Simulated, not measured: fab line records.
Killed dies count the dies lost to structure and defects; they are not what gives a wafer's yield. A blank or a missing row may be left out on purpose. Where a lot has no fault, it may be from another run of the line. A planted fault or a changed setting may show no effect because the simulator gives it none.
Chamber matching :: flow nand harc :: cmp-01 running NHARC_A_BONDPAD_CMP_19: 4 sister chambers
The step polishes, t overpolish 30 s, cu recess touch 16 s, target thk 169.82 nm. 16 wafers are shown with their chamber, then 8 later ones without.

WAFERS, EACH WITH ITS CHAMBER
wafer: L997.1
chamber: 2
motor current A (A): 11.4
overpolish run s (s): 29.997
slurry filter dp kPa (kPa): 13.45

wafer: L997.4
chamber: 0
motor current A (A): 10.4
overpolish run s (s): 30.001
slurry filter dp kPa (kPa): 13.59

wafer: L997.5
chamber: 3
motor current A (A): 11.7
overpolish run s (s): 30.010
slurry filter dp kPa (kPa): 13.30

wafer: L999.3
chamber: 1
motor current A (A): 11.2
overpolish run s (s): 30.000
slurry filter dp kPa (kPa): 13.52

wafer: L999.5
chamber: 1
motor current A (A): 11.9
overpolish run s (s): 30.001
slurry filter dp kPa (kPa): 13.57

wafer: L999.6
chamber: 2
motor current A (A): 11.2
overpolish run s (s): 29.995
slurry filter dp kPa (kPa): 13.42

wafer: L998.2
chamber: 3
motor current A (A): 12.4
overpolish run s (s): 30.006
slurry filter dp kPa (kPa): 13.73

wafer: L998.5
chamber: 0
motor current A (A): 9.9
overpolish run s (s): 29.997
slurry filter dp kPa (kPa): 13.47

wafer: L998.6
chamber: 3
motor current A (A): 12.5
overpolish run s (s): 29.991
slurry filter dp kPa (kPa): 13.46

wafer: L101.1
chamber: 2
motor current A (A): 11.2
overpolish run s (s): 30.005
slurry filter dp kPa (kPa): 13.53

wafer: L101.4
chamber: 0
motor current A (A): 10.7
overpolish run s (s): 30.000
slurry filter dp kPa (kPa): 13.36

wafer: L101.6
chamber: 3
motor current A (A): 11.8
overpolish run s (s): 29.998
slurry filter dp kPa (kPa): 13.27

wafer: L100.2
chamber: 1
motor current A (A): 11.4
overpolish run s (s): 30.006
slurry filter dp kPa (kPa): 13.45

wafer: L100.3
chamber: 0
motor current A (A): 10.5
overpolish run s (s): 30.013
slurry filter dp kPa (kPa): 13.54

wafer: L100.5
chamber: 3
motor current A (A): 12.4
overpolish run s (s): 30.003
slurry filter dp kPa (kPa): 13.39

wafer: L104.2
chamber: 1
motor current A (A): 11.8
overpolish run s (s): 30.012
slurry filter dp kPa (kPa): 13.38

SIGNATURES (averages over the wafers above)
reading: motor current A
chamber 0: 10.375
chamber 1: 11.575
chamber 2: 11.267
chamber 3: 12.160
scatter within a chamber: 0.326

reading: overpolish run s
chamber 0: 30.00275
chamber 1: 30.00475
chamber 2: 29.99900
chamber 3: 30.00160
scatter within a chamber: 0.00654

reading: slurry filter dp kPa
chamber 0: 13.4900
chamber 1: 13.4800
chamber 2: 13.4667
chamber 3: 13.4300
scatter within a chamber: 0.126
Rule: a wafer's distance from a chamber is the root of the sum, over the readings, of the square of ((its reading less the chamber's mean) divided by the reading's scatter). The wafer belongs to the nearest chamber; if the next one is less than 2 further off, it can't be placed. The scatter is the square root of a quotient: the sum, over the shown wafers, of each reading's squared deviation from its chamber's mean, divided by wafers minus chambers.

WAFERS WHOSE CHAMBER IS MISSING
wafer: L104.4
motor current A (A): 10.9
overpolish run s (s): 29.996
slurry filter dp kPa (kPa): 13.58

wafer: L104.6
motor current A (A): 11.3
overpolish run s (s): 30.001
slurry filter dp kPa (kPa): 13.61

wafer: L114.2
motor current A (A): 11.3
overpolish run s (s): 29.997
slurry filter dp kPa (kPa): 13.57

wafer: L114.3
motor current A (A): 12.1
overpolish run s (s): 30.028
slurry filter dp kPa (kPa): 13.35

wafer: L114.6
motor current A (A): 10.8
overpolish run s (s): 30.009
slurry filter dp kPa (kPa): 13.40

wafer: L116.3
motor current A (A): 9.7
overpolish run s (s): 29.991
slurry filter dp kPa (kPa): 13.56

wafer: L116.4
motor current A (A): 12.3
overpolish run s (s): 29.999
slurry filter dp kPa (kPa): 13.50

wafer: L116.6
motor current A (A): 11.3
overpolish run s (s): 29.989
slurry filter dp kPa (kPa): 13.39

WHICH CHAMBER EACH WENT THROUGH
wafer: L104.4
from the rows above: can't be placed: 2 or 0 or 1
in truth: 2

wafer: L104.6
from the rows above: can't be placed: 2 or 1 or 3 or 0
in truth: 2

wafer: L114.2
from the rows above: can't be placed: 2 or 1
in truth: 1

wafer: L114.3
from the rows above: can't be placed: 1 or 3 or 2
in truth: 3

wafer: L114.6
from the rows above: can't be placed: 0 or 2 or 1
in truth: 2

wafer: L116.3
from the rows above: 0
in truth: 0

wafer: L116.4
from the rows above: can't be placed: 3 or 1
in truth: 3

wafer: L116.6
from the rows above: can't be placed: 2 or 1 or 3 or 0
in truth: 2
Placed correctly: 1 of 8. From these rows, 7 cannot be placed; in 7 the true chamber is one of the candidates. 0 placed wrongly.
